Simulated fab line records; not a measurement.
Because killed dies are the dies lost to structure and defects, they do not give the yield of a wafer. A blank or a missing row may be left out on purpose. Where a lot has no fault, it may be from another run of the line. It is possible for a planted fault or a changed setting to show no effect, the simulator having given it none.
fab line records || flow n5-finfet
record: {"lots": 4, "wafers": 11, "last-day": 18}
route steps=1938 shown PMOS_HMC_CHANNEL_EPI@83 FIN_SAQP@90 FIN_CUT@174
lots that met no fault: from a run of the same line without faults
start-h: the number of hours between the record's first day and the start of the first shown wafer of the lot || wait-h: hours from the lot's prior step to this one || " as in the row above || L1.1+2: one row covering several wafers at once || - value missing, or start not given || * or withheld: withheld || < > ~ a bound
route shown NAME@n: NAME is a module with steps in the file, n the number in the route of the first one || usual: the fault-free wafers' mean and standard deviation || same: alike in all rows || chamber/n: place in a boat || sites: per-site readings || _std_site: how widely they spread, as a standard deviation || _edge_site: mean of outer sites minus mean of inner sites || radius-mm: how far each site lies from the wafer's centre || mask NAME#n: copy n || behind: the tool/chamber that last shaped the wafer || hold: the reason the lot was held/the length of the hold in hours/how it ended || device: whichever transistor did not switch (one of n, p or np) || end of line: the tests these same wafers got at the end of their route || step lacking rows: just its recipe || killed: the dies lost at the first sort to structure and to defects; this is not the yield of the wafer || map: dies across one wafer; x = killed, . = not, _ = none there
set.NAME: the setting as run; set.NAME@STEP: as run at that earlier step || model.NAME: the simulator's own value behind a step, which no gauge read
lots at some steps of the route; a table a step, a row a wafer
services: a tool's chamber out of use, with start hour (start-h, from the record's first day; less than 0 if before it), hours out, and reason
== steps ==
step: N5_PMOS_HMC_CHANNEL_EPI_PRECLEAN_40
recipe: {"chemistry": "DHF", "time-s": 30, "temp-c": 25, "dilution": "withheld"}
step: N5_PMOS_HMC_CHANNEL_EPI_PRECLEAN_37
recipe: {"chemistry": "O3/DIW", "time-s": 45, "temp-c": 22, "o3-ppm": 10}
step: N5_PMOS_HMC_CHANNEL_EPI_PRECLEAN_24
recipe: {"chemistry": "DHF", "time-s": 30, "temp-c": 25, "dilution": "withheld"}
step: N5_PMOS_HMC_CHANNEL_EPI_SRD_25
recipe: {"dry": "ipa-marangoni", "do-ppb": 5, "time-s": 30, "temp-c": 23, "rinse-liquid": "diw"}
step: N5_PMOS_HMC_CHANNEL_EPI_EPI_26
recipe: {"material": "Si", "target-thk-a": 38, "temp-c": 650, "precursor": "SiH4/H2", "pressure-torr": 20, "time-s": 22.7}
step: N5_FIN_SAQP_PRECLEAN_42
recipe: {"chemistry": "O3/DIW", "time-s": 60, "temp-c": 22, "o3-ppm": 10}
step: N5_FIN_SAQP_PRECLEAN_00
recipe: {"chemistry": "SC1", "time-s": 60, "temp-c": 55, "mix": "1:2:50"}
step: N5_FIN_SAQP_PRECLEAN_44
recipe: {"chemistry": "SC2", "time-s": 45, "temp-c": 35, "mix": "1:1:50"}
step: N5_FIN_SAQP_SRD_01
recipe: {"dry": "ipa-marangoni", "time-s": 30, "temp-c": 23, "rinse-liquid": "diw"}
step: N5_FIN_SAQP_ALD_61
recipe: {"material": "SiO2", "target-thk-a": 40, "temp-c": 300, "ald-precursor-family": "BDEAS", "ald-co-reactant": "O2-plasma", "pulse-time-s": 1, "purge-time-s": 2, "co-reactant-purge-time-s": 2, "ald-cycles": 43, "pressure-torr": 2}
usual: {"ald-cycles": "43/0", "heater-power-outer-w": "252/17", "heater-power-w": "463/39", "precursor-pulse-height-rel": "1.001/0.021"}
{"lot.wafer": "L765.1", "tool": "ald-sin-04", "chamber": 2, "start-h": 39.81, "wait-h": 0.0, "ald-cycles": 43, "heater-power-outer-w": 250, "heater-power-w": 465, "precursor-pulse-height-rel": 0.991, "model.SiO2_of_FIN_SAQP_ALD_61.thk-nm": 4.012}
{"lot.wafer": "L765.3", "tool": "ald-sin-04", "chamber": 0, "start-h": 39.81, "wait-h": 0.0, "ald-cycles": 43, "heater-power-outer-w": 235, "heater-power-w": 457, "precursor-pulse-height-rel": 1.033, "model.SiO2_of_FIN_SAQP_ALD_61.thk-nm": 4.017}
{"lot.wafer": "L765.5", "tool": "ald-sin-04", "chamber": 3, "start-h": 39.81, "wait-h": 0.0, "ald-cycles": 43, "heater-power-outer-w": 227, "heater-power-w": 420, "precursor-pulse-height-rel": 0.983, "model.SiO2_of_FIN_SAQP_ALD_61.thk-nm": 3.976}
{"lot.wafer": "L767.3", "tool": "ald-sin-04", "chamber": 3, "start-h": 52.42, "wait-h": 0.0, "ald-cycles": 47, "heater-power-outer-w": 229, "heater-power-w": 421, "precursor-pulse-height-rel": 1.005, "model.SiO2_of_FIN_SAQP_ALD_61.thk-nm": 4.317}
{"lot.wafer": "L767.5", "tool": "ald-sin-04", "chamber": 3, "start-h": 52.42, "wait-h": 0.0, "ald-cycles": 47, "heater-power-outer-w": 230, "heater-power-w": 429, "precursor-pulse-height-rel": 1.001, "model.SiO2_of_FIN_SAQP_ALD_61.thk-nm": 4.354}
{"lot.wafer": "L767.6", "tool": "ald-sin-04", "chamber": 2, "start-h": 52.42, "wait-h": 0.0, "ald-cycles": 43, "heater-power-outer-w": 262, "heater-power-w": 482, "precursor-pulse-height-rel": 1.001, "model.SiO2_of_FIN_SAQP_ALD_61.thk-nm": 4.011}
{"lot.wafer": "L768.5", "tool": "ald-sin-04", "chamber": 3, "start-h": 57.12, "wait-h": 0.3, "ald-cycles": 47, "heater-power-outer-w": 235, "heater-power-w": 426, "precursor-pulse-height-rel": 0.976, "model.SiO2_of_FIN_SAQP_ALD_61.thk-nm": 4.355}
{"lot.wafer": "L768.6", "tool": "ald-sin-04", "chamber": 2, "start-h": 57.12, "wait-h": 0.3, "ald-cycles": 43, "heater-power-outer-w": 260, "heater-power-w": 466, "precursor-pulse-height-rel": 1.000, "model.SiO2_of_FIN_SAQP_ALD_61.thk-nm": 4.026}
{"lot.wafer": "L782.1", "tool": "ald-sin-03", "chamber": 1, "start-h": 140.36, "wait-h": 0.0, "ald-cycles": 43, "heater-power-outer-w": 267, "heater-power-w": 481, "precursor-pulse-height-rel": 1.020, "model.SiO2_of_FIN_SAQP_ALD_61.thk-nm": 4.001}
{"lot.wafer": "L782.2", "tool": "ald-sin-03", "chamber": 0, "start-h": 140.36, "wait-h": 0.0, "ald-cycles": 43, "heater-power-outer-w": 248, "heater-power-w": 411, "precursor-pulse-height-rel": 1.010, "model.SiO2_of_FIN_SAQP_ALD_61.thk-nm": 3.984}
{"lot.wafer": "L782.6", "tool": "ald-sin-03", "chamber": 3, "start-h": 140.36, "wait-h": 0.0, "ald-cycles": 43, "heater-power-outer-w": 285, "heater-power-w": 512, "precursor-pulse-height-rel": 1.013, "model.SiO2_of_FIN_SAQP_ALD_61.thk-nm": 4.014}
step: N5_FIN_SAQP_DENSIFY_62
recipe: {"temp-c": 700, "time-s": 60, "ambient": "N2", "idle-temp-c": 600, "ramp-up-c-per-s": 150, "ramp-down-c-per-s": 60, "cool-to-c": 600}
step: N5_FIN_SAQP_HM_DEP_03
recipe: {"material": "SiNx", "target-thk-a": 380, "temp-c": 400, "precursor": "SiH4/NH3/N2", "pressure-torr": 1.5, "rf-w": 300, "time-s": 33.6}
step: N5_FIN_SAQP_PECVD_47
recipe: {"material": "a-Si", "target-thk-a": 450, "temp-c": 400, "precursor": "SiH4/He", "pressure-torr": 3, "rf-w": 100, "time-s": 36.3}
step: N5_FIN_SAQP_PECVD_48
recipe: {"material": "SiNx", "target-thk-a": 250, "temp-c": 400, "precursor": "SiH4/NH3/N2", "pressure-torr": 1.5, "rf-w": 300, "time-s": 22.1}
step: N5_FIN_SAQP_PECVD_06
recipe: {"material": "a-Si", "target-thk-a": 600, "temp-c": 400, "precursor": "SiH4/He", "pressure-torr": 3, "rf-w": 100, "time-s": 48.1}
step: N5_FIN_SAQP_HM_DEP_72
recipe: {"material": "SiO2", "target-thk-a": 120, "temp-c": 400, "precursor": "SiH4/N2O", "pressure-torr": 0.75, "rf-w": 275, "time-s": 7.2}
step: N5_FIN_SAQP_COAT_49
recipe: {"resist": "SOC", "temp-c": 250, "time-s": 60, "spin-rpm": 1500, "resist-thk-nm": 100}
step: N5_FIN_SAQP_COAT_50
recipe: {"resist": "SiARC", "temp-c": 220, "time-s": 60, "spin-rpm": 1500, "resist-thk-nm": 35}
step: N5_FIN_SAQP_COAT_10
recipe: {"resist": "CAR-ArF", "spin-rpm": 1500, "resist-thk-nm": 90}
step: N5_FIN_SAQP_EBR_12
recipe: {"solvent": "PGMEA", "ebr-width-mm": 1.5}
step: N5_FIN_SAQP_SOFTBAKE_11
recipe: {"temp-c": 110, "time-s": 60, "resist": "CAR-ArF"}
step: N5_FIN_SAQP_EXPOSE_13
recipe: {"mask-id": "FIN_CORE", "na": 1.35, "source-shape": "dipole", "sigma-inner": 0.538, "sigma-outer": 0.738, "polarization": "te", "target-cd-nm": 35.6, "dose-mj": 63.25}
step: N5_FIN_SAQP_PEB_14
recipe: {"peb-temp-c": "withheld", "peb-time-s": 60, "resist": "CAR-ArF"}
step: N5_FIN_SAQP_DEVELOP_15
recipe: {"develop-time-s": 30, "developer": "TMAH", "resist": "CAR-ArF", "dev-temp-c": 23, "rinse-liquid": "diw", "dry": "air-spin"}
step: N5_FIN_SAQP_DESCUM_21
recipe: {"chemistry": "O2", "time-s": 7.9, "source-power-w": 50, "bias-power-w": 20, "pressure-mtorr": 20, "rf-frequency-hz": 2.712e+07, "temp-c": 40, "resist": "CAR-ArF", "o2-flow-sccm": 225}
step: N5_FIN_SAQP_ETCH_51
recipe: {"chemistry": "CF4", "target": "SiARC", "target-depth-a": 455, "mask-material": "CAR-ArF", "time-s": 75.8, "ion-energy-ev": 80, "pressure-mtorr": 40, "source-w": 545, "bias-w": 36, "Ar_flow_sccm": 100, "cf4-flow-sccm": 100, "ends": "cleared"}
step: N5_FIN_SAQP_ETCH_52
recipe: {"chemistry": "N2/H2", "target": "SOC", "target-depth-a": 1000, "overetch-a": 200, "mask-material": "SiARC", "temp-c": 40, "time-s": 150, "ion-energy-ev": 200, "pressure-mtorr": 30, "source-w": 840, "bias-w": 150, "n2-flow-sccm": 200, "h2-flow-sccm": 200, "ends": "end-point"}
step: N5_FIN_SAQP_STRIP_53
recipe: {"chemistry": "N2/H2", "temp-c": 40, "n2-flow-sccm": 200, "h2-flow-sccm": 200, "rf-frequency-hz": 6e+07}
step: N5_FIN_SAQP_HM_OPEN_73
recipe: {"chemistry": "CHF3/O2", "target": "SiO2", "stop-on": "a-Si", "target-depth-a": 120, "over-etch-frac": 1.8, "mask-material": "SOC", "time-s": 16.8, "pressure-mtorr": 30, "source-w": 650, "bias-w": 170, "Ar_flow_sccm": 200, "CHF3_flow_sccm": 50, "O2_flow_sccm": 5, "ion-energy-ev": 200, "ends": "end-point"}
step: N5_FIN_SAQP_STRIP_74
recipe: {"chemistry": "CHF3/O2", "resist": "SiARC", "rf-frequency-hz": 6e+07}
step: N5_FIN_SAQP_MANDREL_ETCH_22
recipe: {"target-depth-a": 600, "chemistry": "HBr/Cl2", "target": "a-Si", "stop-on": "SiNx", "bt-time-s": 10, "over-etch-frac": 0.5, "time-s": 30, "pressure-mtorr": 10, "icp-w": 800, "bias-w": 75, "HBr_flow_sccm": 150, "Cl2_flow_sccm": 80, "ends": "end-point"}
step: N5_FIN_SAQP_STRIP_55
recipe: {"chemistry": "N2/H2", "power-w": 500, "temp-c": 40, "pressure-mtorr": 50, "rf-frequency-hz": 6e+07, "overash-fraction": 0.3, "bias-power-w": 28, "h2-frac": 0.5, "n2-flow-sccm": 300, "h2-flow-sccm": 300}
step: N5_FIN_SAQP_STRIP_23
recipe: {"chemistry": "SPM", "time-s": 750, "temp-c": 130, "h2so4-h2o2-vol-ratio": 4}
step: N5_FIN_SAQP_SRD_66
recipe: {"dry": "ipa-marangoni", "time-s": 30, "temp-c": 23, "rinse-liquid": "diw"}
step: N5_FIN_CUT_CUT_ETCH_27
recipe: {"chemistry": "CHF3/O2", "target": "SiO2", "target-depth-a": 40, "mask-material": "SOC", "overetch-a": 20, "time-s": 4.9, "pressure-mtorr": 30, "source-w": 650, "bias-w": 170, "Ar_flow_sccm": 200, "CHF3_flow_sccm": 50, "O2_flow_sccm": 5, "ion-energy-ev": 200}
usual: {"O2_flow_sccm": "4.999/0.015", "drypump-motor-current-A": "5.9/0.63", "oes-product-au": "0.65/0.061", "rf-vpp-V": "525/9.8", "showerhead-plenum-p-Torr": "2.40/0.065", "throttle-valve-pct": "18.76/0.24"}
{"lot.wafer": "L765.1", "tool": "rie-diel-06", "chamber": 3, "start-h": 47.52, "wait-h": 0.0, "O2_flow_sccm": 5.019, "drypump-motor-current-A": 4.9, "oes-product-au": 0.62, "rf-hours-counter-h": 115, "rf-vpp-V": 536, "showerhead-plenum-p-Torr": 2.43, "throttle-valve-pct": 18.87, "model.etch.depth-nm": 4.012}
{"lot.wafer": "L765.3", "tool": "rie-diel-06", "chamber": 2, "start-h": 47.52, "wait-h": 0.0, "O2_flow_sccm": 5.006, "drypump-motor-current-A": 5.7, "oes-product-au": 0.64, "rf-hours-counter-h": 101, "rf-vpp-V": 504, "showerhead-plenum-p-Torr": 2.31, "throttle-valve-pct": 18.81, "model.etch.depth-nm": 4.017}
{"lot.wafer": "L765.5", "tool": "rie-diel-06", "chamber": 0, "start-h": 47.52, "wait-h": 0.0, "O2_flow_sccm": 4.998, "drypump-motor-current-A": 6.5, "oes-product-au": 0.56, "rf-hours-counter-h": "-", "rf-vpp-V": 520, "showerhead-plenum-p-Torr": 2.47, "throttle-valve-pct": 19.02, "model.etch.depth-nm": 3.976}
{"lot.wafer": "L767.3", "tool": "rie-diel-04", "chamber": 2, "start-h": 58.67, "wait-h": 0.0, "O2_flow_sccm": 4.985, "drypump-motor-current-A": 5.2, "oes-product-au": 0.60, "rf-hours-counter-h": 159, "rf-vpp-V": 523, "showerhead-plenum-p-Torr": 2.31, "throttle-valve-pct": 18.78, "model.etch.depth-nm": 4.317}
{"lot.wafer": "L767.5", "tool": "rie-diel-04", "chamber": 2, "start-h": 58.67, "wait-h": 0.0, "O2_flow_sccm": 5.000, "drypump-motor-current-A": 5.2, "oes-product-au": 0.62, "rf-hours-counter-h": "-", "rf-vpp-V": 523, "showerhead-plenum-p-Torr": 2.31, "throttle-valve-pct": 18.81, "model.etch.depth-nm": 4.354}
{"lot.wafer": "L767.6", "tool": "rie-diel-04", "chamber": 3, "start-h": 58.67, "wait-h": 0.0, "O2_flow_sccm": 4.993, "drypump-motor-current-A": 5.6, "oes-product-au": 0.65, "rf-hours-counter-h": "-", "rf-vpp-V": 518, "showerhead-plenum-p-Torr": 2.33, "throttle-valve-pct": 18.86, "model.etch.depth-nm": 4.011}
{"lot.wafer": "L768.5", "tool": "rie-diel-04", "chamber": 2, "start-h": 63.76, "wait-h": 0.0, "O2_flow_sccm": 4.987, "drypump-motor-current-A": 5.2, "oes-product-au": 0.61, "rf-hours-counter-h": "-", "rf-vpp-V": 521, "showerhead-plenum-p-Torr": 2.30, "throttle-valve-pct": 18.79, "model.etch.depth-nm": 4.355}
{"lot.wafer": "L768.6", "tool": "rie-diel-04", "chamber": 1, "start-h": 63.76, "wait-h": 0.0, "O2_flow_sccm": 4.989, "drypump-motor-current-A": 5.1, "oes-product-au": 0.75, "rf-hours-counter-h": "-", "rf-vpp-V": 527, "showerhead-plenum-p-Torr": 2.45, "throttle-valve-pct": 18.76, "model.etch.depth-nm": 4.026}
{"lot.wafer": "L782.1", "tool": "rie-diel-04", "chamber": 0, "start-h": 148.05, "wait-h": 0.0, "O2_flow_sccm": 5.011, "drypump-motor-current-A": 6.0, "oes-product-au": 0.74, "rf-hours-counter-h": 21, "rf-vpp-V": 534, "showerhead-plenum-p-Torr": 2.37, "throttle-valve-pct": 18.70, "model.etch.depth-nm": 4.001}
{"lot.wafer": "L782.2", "tool": "rie-diel-04", "chamber": 2, "start-h": 148.05, "wait-h": 0.0, "O2_flow_sccm": 4.995, "drypump-motor-current-A": 5.2, "oes-product-au": 0.57, "rf-hours-counter-h": 186, "rf-vpp-V": 522, "showerhead-plenum-p-Torr": 2.29, "throttle-valve-pct": 18.83, "model.etch.depth-nm": 3.984}
{"lot.wafer": "L782.6", "tool": "rie-diel-04", "chamber": 2, "start-h": 148.05, "wait-h": 0.0, "O2_flow_sccm": 5.018, "drypump-motor-current-A": 5.2, "oes-product-au": 0.57, "rf-hours-counter-h": "-", "rf-vpp-V": 522, "showerhead-plenum-p-Torr": 2.30, "throttle-valve-pct": 18.84, "model.etch.depth-nm": 4.014}
== services ==
{"tool": "rie-diel-04", "chamber": 0, "start-h": 17.51, "hours": 10.0, "kind": "repair"}
{"tool": "rie-diel-04", "chamber": 2, "start-h": 25.21, "hours": 8.7, "kind": "repair"}
{"tool": "rie-diel-04", "chamber": 1, "start-h": 34.29, "hours": "-", "kind": "clean"}
{"tool": "rie-diel-04", "chamber": 1, "start-h": 34.29, "hours": "-", "kind": "consumable-replace:focus-ring"}
{"tool": "rie-diel-04", "chamber": 1, "start-h": 34.29, "hours": 16.9, "kind": "scheduled-down"}
{"tool": "rie-diel-04", "chamber": 1, "start-h": 34.29, "hours": 16.9, "kind": "vent-cycle"}
{"tool": "rie-diel-04", "chamber": 0, "start-h": 51.30, "hours": "-", "kind": "clean"}
{"tool": "rie-diel-04", "chamber": 0, "start-h": 51.30, "hours": "-", "kind": "consumable-replace:esc"}
{"tool": "rie-diel-04", "chamber": 0, "start-h": 51.30, "hours": "-", "kind": "consumable-replace:focus-ring"}
{"tool": "rie-diel-04", "chamber": 0, "start-h": 51.30, "hours": 25.3, "kind": "scheduled-down"}
{"tool": "rie-diel-04", "chamber": 0, "start-h": 51.30, "hours": 25.3, "kind": "vent-cycle"}
{"tool": "rie-diel-04", "chamber": 3, "start-h": 65.13, "hours": 6.8, "kind": "repair"}
{"tool": "rie-diel-06", "chamber": 0, "start-h": 116.68, "hours": "-", "kind": "clean"}
{"tool": "rie-diel-06", "chamber": 0, "start-h": 116.68, "hours": "-", "kind": "consumable-replace:focus-ring"}
{"tool": "rie-diel-06", "chamber": 0, "start-h": 116.68, "hours": 24.2, "kind": "scheduled-down"}
{"tool": "rie-diel-06", "chamber": 0, "start-h": 116.68, "hours": 24.2, "kind": "vent-cycle"}
== key ==
first-sign: {"step": "N5_FIN_SAQP_ALD_61", "reading": "ald-cycles", "direction": "up", "sigmas": "99+", "usual": "*", "struck": "*"}
effect none on later readings
model-effect: {"step": "N5_FIN_SAQP_ALD_61", "value": "SiO2_of_FIN_SAQP_ALD_61.thk-nm", "without": 3.97, "struck": 4.342}
model-effect: {"step": "N5_FIN_CUT_CUT_ETCH_27", "value": "etch.depth-nm", "without": 3.97, "struck": 4.342}
met-at N5_FIN_SAQP_ALD_61
struck-wafers L767.3,L767.5,L768.5
tester-left-out L767,L768
onset-between 39.81 52.42
fault: {"kind": "process-parameter-drift", "tool": "ald-sin-04", "chamber": "-", "onset-h": 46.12, "steps": "N5_FIN_SAQP_ALD_61", "channel": "ald-cycles", "offset": "*", "shape": "step", "end-h": 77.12, "scope": "struck-wafers-only", "acts-in": "*", "stated": "*"}
tester-left-out: of these lots the tester's yield and bins aren't shown, on N5 and GAA mostly nor the transistor test; their killed dies are dies lost to structure and defects alone, not to doping, threshold or leakage, so they don't give the yield
